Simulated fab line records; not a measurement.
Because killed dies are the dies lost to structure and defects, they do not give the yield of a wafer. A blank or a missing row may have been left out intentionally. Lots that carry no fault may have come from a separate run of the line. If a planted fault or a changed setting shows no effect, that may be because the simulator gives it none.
Chamber matching :: flow nand harc :: pecvd-03 running NHARC_A_SGD_CUT_DEP_00: 3 sister chambers
The step deposits SiNx, target thk 50 nm. 6 wafers are shown with their chamber, then 9 later ones without.

WAFERS PAIRED WITH THEIR CHAMBERS
wafer: L404.6
chamber: 1
heater power w (W): 610
susceptor temp C (C): 400.13

wafer: L410.1
chamber: 2
heater power w (W): 818
susceptor temp C (C): 399.93

wafer: L410.5
chamber: 2
heater power w (W): 812
susceptor temp C (C): 399.88

wafer: L409.2
chamber: 0
heater power w (W): 620
susceptor temp C (C): 400.16

wafer: L409.3
chamber: 1
heater power w (W): 580
susceptor temp C (C): 399.93

wafer: L409.5
chamber: 0
heater power w (W): 632
susceptor temp C (C): 400.09

WAFERS MISSING THEIR CHAMBER
wafer: L413.2
heater power w (W): 859
susceptor temp C (C): 399.88

wafer: L413.4
heater power w (W): 853
susceptor temp C (C): 400.55

wafer: L413.5
heater power w (W): 680
susceptor temp C (C): 400.25

wafer: L412.4
heater power w (W): 604
susceptor temp C (C): 400.58

wafer: L412.5
heater power w (W): 817
susceptor temp C (C): 399.91

wafer: L412.6
heater power w (W): 634
susceptor temp C (C): 400.26

wafer: L419.2
heater power w (W): 816
susceptor temp C (C): 400.21

wafer: L419.4
heater power w (W): 554
susceptor temp C (C): 399.64

wafer: L419.6
heater power w (W): 784
susceptor temp C (C): 400.03

WHICH CHAMBER EACH ONE RAN IN
wafer: L413.2
from the rows above: 2
in truth: 2

wafer: L413.4
from the rows above: 2
in truth: 2

wafer: L413.5
from the rows above: 0
in truth: 0

wafer: L412.4
from the rows above: can't be placed: 0 or 1
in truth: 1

wafer: L412.5
from the rows above: 2
in truth: 2

wafer: L412.6
from the rows above: 0
in truth: 0

wafer: L419.2
from the rows above: 2
in truth: 2

wafer: L419.4
from the rows above: 1
in truth: 1

wafer: L419.6
from the rows above: 2
in truth: 2
Correctly placed: 8 of 9. These rows do not allow placing 1 (true chamber among the candidates in 1). Placed wrongly: 0.
How it was worked out, from the rows above alone: a wafer's distance from a chamber is the root of the sum, over the readings, of the square of ((its reading less the chamber's mean) divided by the reading's scatter). If the next closest chamber is less than 2 further off than the closest, the wafer can't be placed; otherwise it belongs to the closest. Each chamber's mean is taken over the wafers shown for it. How the scatter is found: for the shown wafers, subtract from each reading the mean of its chamber, square and add these, divide the total by (wafers less chambers), then take the root.
